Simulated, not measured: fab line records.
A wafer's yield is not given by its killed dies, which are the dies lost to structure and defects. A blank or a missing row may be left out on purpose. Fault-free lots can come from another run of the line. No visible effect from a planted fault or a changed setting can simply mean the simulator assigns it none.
fab line records    flow nand_harc
record lots=6  wafers=18  last_day=32
route steps=1302 shown P_ZERO_WELL@68 P_STI@69
lots that met no fault: taken from a fault-free run of the same line
start_h: hours from the record's first day to the start of the lot's first wafer shown    wait_h: hours from the lot's prior step to this one    " unchanged from the row above    L1.1+2: a single row standing in for several wafers    - no value, or no start given    * or withheld: withheld    < > ~ a bound
route shown NAME@n: a module of which the file shows steps, and the number in the route of the first    usual: average and standard deviation across the fault-free wafers    same: alike in all rows    chamber/n: place in a boat    sites: each site's reading    _std_site: the values' standard deviation    _edge_site: inner sites' mean taken away from outer sites' mean    radius_mm: for every site, how far away it sits from the centre of the wafer    mask NAME#n: copy n    behind: the most recent tool/chamber to have shaped the wafer    hold: what put the lot on hold/how long, in hours/how the hold closed    device: names the non-switching transistor (n, p or np)    end of line: the route-end tests of the same wafers    a step without rows: its recipe alone    killed: dies that structure and defects cost at the first sort, which is not the same as the wafer's yield    map: the dies of a wafer, with x for killed, . for not killed, _ for no die there
set.NAME: the setting the step ran with; set.NAME@STEP: the setting that earlier step ran with    model.NAME: the simulator's own value behind a step, which no gauge read
lots at some steps of the route; a table a step, a row a wafer
services: the hour from which a tool's chamber was out of use, counted from the record's first day as start_h (under 0 if before that day), plus the number of hours and why
## steps
# step NHARC_P_ZERO_WELL_INSPECT_43
# usual raw_defect_count=14/6
lot.wafer  tool               chamber  start_h  wait_h  raw_defect_count
L629.1     defect_inspect-02  -        127.62   0.6     16
L629.5     "                  -        "        "       23
L629.6     "                  -        "        "       8
L630.3     defect_inspect-02  -        137.49   0.4     16
L630.5     "                  -        "        "       11
L630.6     "                  -        "        "       12
L637.2     defect_inspect-01  -        207.83   0.5     13
L637.5     "                  -        "        "       5
L637.6     "                  -        "        "       4
L638.2     defect_inspect-02  -        217.68   0.5     17
L638.5     "                  -        "        "       16
L638.6     "                  -        "        "       18
L640.4     defect_inspect-01  -        237.71   0.2     20
L640.5     "                  -        "        "       18
L640.6     "                  -        "        "       29
L641.1     defect_inspect-02  -        247.51   0.6     9
L641.2     "                  -        "        "       13
L641.5     "                  -        "        "       4
# step NHARC_P_STI_ETCH_26
# recipe target_depth_a=110  chemistry=dHF  material=SiO2
# step NHARC_P_STI_PRECLEAN_27
# recipe time_s=*  temp_c=50  bath_age_min=0  chemistry=SC1
# step NHARC_P_STI_SRD_28
# step NHARC_P_STI_OXIDE_29
# recipe target_thk_a=100  temp_c=900  ox_time_s=1362  material=SiO2
# step NHARC_P_STI_HM_DEP_30
# recipe target_thk_a=800  temp_c=790  pressure_mtorr=300  time_s=873  material=Si3N4
# step NHARC_P_STI_DEHYDRATE_01
# recipe temp_c=150  time_s=120
# step NHARC_P_STI_HMDS_02
# recipe time_s=30
# step NHARC_P_STI_COAT_41
# recipe temp_c=200  time_s=65
# step NHARC_P_STI_COAT_03
# recipe spin_rpm=2000  resist_thk_nm=600
# step NHARC_P_STI_SOFTBAKE_04
# recipe temp_c=125  time_s=70
# step NHARC_P_STI_EBR_05
# step NHARC_P_STI_EXPOSE_06
# recipe na=0.55  target_cd_nm=200  dose_mj=37.69  mask_id=P_STI
# usual exposure_dose_mJ_cm2=37.78/0.16  focus_offset_nm=0.0/0.48
lot.wafer  tool            chamber  start_h  wait_h  mask     exposure_dose_mJ_cm2  focus_offset_nm
L629.1     krf_scanner-01  -        147.99   -       P_STI#0  -                     -
L629.5     "               -        "        "       P_STI#0  -                     -
L629.6     "               -        "        "       P_STI#0  -                     -
L630.3     krf_scanner-02  -        154.79   -       P_STI#0  -                     -
L630.5     "               -        "        "       P_STI#0  -                     -
L630.6     "               -        "        "       P_STI#0  -                     -
L637.2     krf_scanner-01  0        224.42   -       P_STI#0  37.72                 0.6
L637.5     "               0        "        "       P_STI#0  37.69                 0.0
L637.6     "               0        "        "       P_STI#0  37.70                 -0.4
L638.2     krf_scanner-02  0        234.36   -       P_STI#0  38.00                 0.2
L638.5     "               0        "        "       P_STI#0  38.00                 0.5
L638.6     "               0        "        "       P_STI#0  38.04                 0.3
L640.4     krf_scanner-03  0        254.73   -       P_STI#0  37.78                 0.6
L640.5     "               0        "        "       P_STI#0  37.73                 -0.1
L640.6     "               0        "        "       P_STI#0  37.81                 0.3
L641.1     krf_scanner-03  0        263.43   -       P_STI#0  37.77                 1.2
L641.2     "               0        "        "       P_STI#0  37.78                 0.2
L641.5     "               0        "        "       P_STI#0  37.76                 0.3
# step NHARC_P_STI_PEB_07
# recipe peb_temp_c=128  peb_time_s=80
## services
tool            chamber  start_h  hours  kind
krf_scanner-03  -        124.00   4.1    repair
krf_scanner-02  -        124.34   4.0    pm
krf_scanner-03  -        130.63   -      calibration
krf_scanner-01  -        140.00   4.0    pm
krf_scanner-03  -        148.49   1.7    repair
krf_scanner-03  -        154.91   5.8    repair
krf_scanner-02  0        174.07   -      calibration
krf_scanner-03  0        183.62   -      calibration
krf_scanner-03  -        201.66   0.5    repair
krf_scanner-03  -        224.00   4.0    pm
krf_scanner-03  -        248.58   0.9    repair
krf_scanner-01  0        255.61   -      calibration
## key
first_sign step=NHARC_P_STI_EXPOSE_06  reading=tool_record  direction=missing
effect none on later readings
met_at NHARC_P_STI_EXPOSE_06
struck_wafers L629.1,L629.5,L629.6,L630.3,L630.5,L630.6
later_rows_left_out L629.1,L629.5,L629.6,L630.3,L630.5,L630.6
sort_left_out L629.1,L629.5,L629.6,L630.3,L630.5,L630.6
tester_left_out L629,L630
fault kind=skipped_step_whole  tool=krf_scanner-01,krf_scanner-02  chamber=-  onset_h=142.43  steps=NHARC_P_STI_EXPOSE_06  scope=struck_lots_only
# tester_left_out: of these lots the tester's yield and bins aren't shown, on N5 and GAA mostly nor the transistor test; their killed dies are dies lost to structure and defects alone, not to doping, threshold or leakage, so they don't give the yield
# sort_left_out: the simulated sort isn't trusted on such a fault, so these wafers' sort isn't shown, and their yield isn't known
# later_rows_left_out: the simulator's readings of these wafers behind a module that went badly wrong aren't trusted and aren't shown, but for the sort
